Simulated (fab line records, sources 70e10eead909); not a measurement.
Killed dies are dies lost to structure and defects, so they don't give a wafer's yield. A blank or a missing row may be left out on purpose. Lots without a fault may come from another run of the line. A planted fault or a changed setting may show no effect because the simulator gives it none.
A struck lot beside a sound one | flow nand_harc | 13 steps out of a route of 1302
Sound: wafers L602.1, L602.3, L602.4. Struck: wafers L591.3, L591.4, L591.5. The cause comes at the end.
At each step with rows: each side's tool, then ch and its chambers, then its first start. Under that, the readings that differ: sound wafers | struck wafers | difference of the means | sigmas: that difference in standard deviations of wafers without a fault.
alike: readings whose means differ by less than 2 such deviations, and words and numbers that are the same on both sides. not compared: withheld readings, readings that some wafer has no value for, bounds like >300 that may hide the same value, and numbers for which the record gives no deviation and whose values overlap.
The two part at a step that has a row with sigmas, a row that says differs or no value, or rows on one side only. Numbers that don't overlap but have no deviation are shown without sigmas and don't part them. A reading that every wafer of one side lacks parts them only if that side has two wafers or more.

first, 7 steps without rows for these wafers: NHARC_A_STAIRCASE_COAT_435; NHARC_A_STAIRCASE_SOFTBAKE_436 (time 170 s); NHARC_A_STAIRCASE_EBR_437; NHARC_A_STAIRCASE_EXPOSE_438 (exposes mask STAIR REV); NHARC_A_STAIRCASE_PEB_439 (peb time 130 s); NHARC_A_STAIRCASE_DEVELOP_440 (time 140 s); NHARC_A_STAIRCASE_HARDBAKE_442 (time 140 s).
NHARC_A_STAIRCASE_DESCUM_443: chemistry O2, time 3 s.
  sound on rie_diel-13 ch 1,2,3, day 27 03:36; struck on rie_diel-13 ch 1,3, day 23 01:53
  alike: drypump_motor_current_A, mfc_ar_sccm, oes_product_au, rf_vpp_V, showerhead_plenum_p_Torr, throttle_valve_pct
  not compared: rf_hours_counter_h
NHARC_A_STAIRCASE_ETCH_444: etches the open film in C4F8/O2, target depth 20400 nm, time 6800 s.
  sound on rie_diel-13 ch 0,2,3, day 27 03:41; struck on rie_diel-13 ch 1,2, day 23 02:28
  alike: oes_product_au, rf_vpp_V
  not compared: rf_hours_counter_h
NHARC_A_STAIRCASE_STRIP_446: strips in O2.
  sound on plasma_asher-02 ch 0,1, day 27 08:08; struck on plasma_asher-02 ch 0,1, day 23 06:30
  alike: drypump_motor_current_A, heater_power_w, rf_refl_power_W, temp_c
  not compared: rf_hours_counter_h
NHARC_A_STAIRCASE_STRIP_447: strips in SPM, time 900 s.
  sound on wet_bench-09 ch 3,5,6, day 27 08:26; struck on wet_bench-02 ch 1,5,6, day 23 06:45
  no value came back on the struck wafers for bath_guard_temp_C (C), bath_heat_duty_pct (%), temp_c (C); on the sound wafers bath_guard_temp_C (C) reads 130.7 131.0 131.0
then, 2 steps without rows for these wafers: NHARC_A_STAIRCASE_PRECLEAN_448 (cleans in SC1); NHARC_END_SORT_01.

WHERE THEY PART
Only at NHARC_A_STAIRCASE_STRIP_447, within this record.

WHY: what the simulator had put in
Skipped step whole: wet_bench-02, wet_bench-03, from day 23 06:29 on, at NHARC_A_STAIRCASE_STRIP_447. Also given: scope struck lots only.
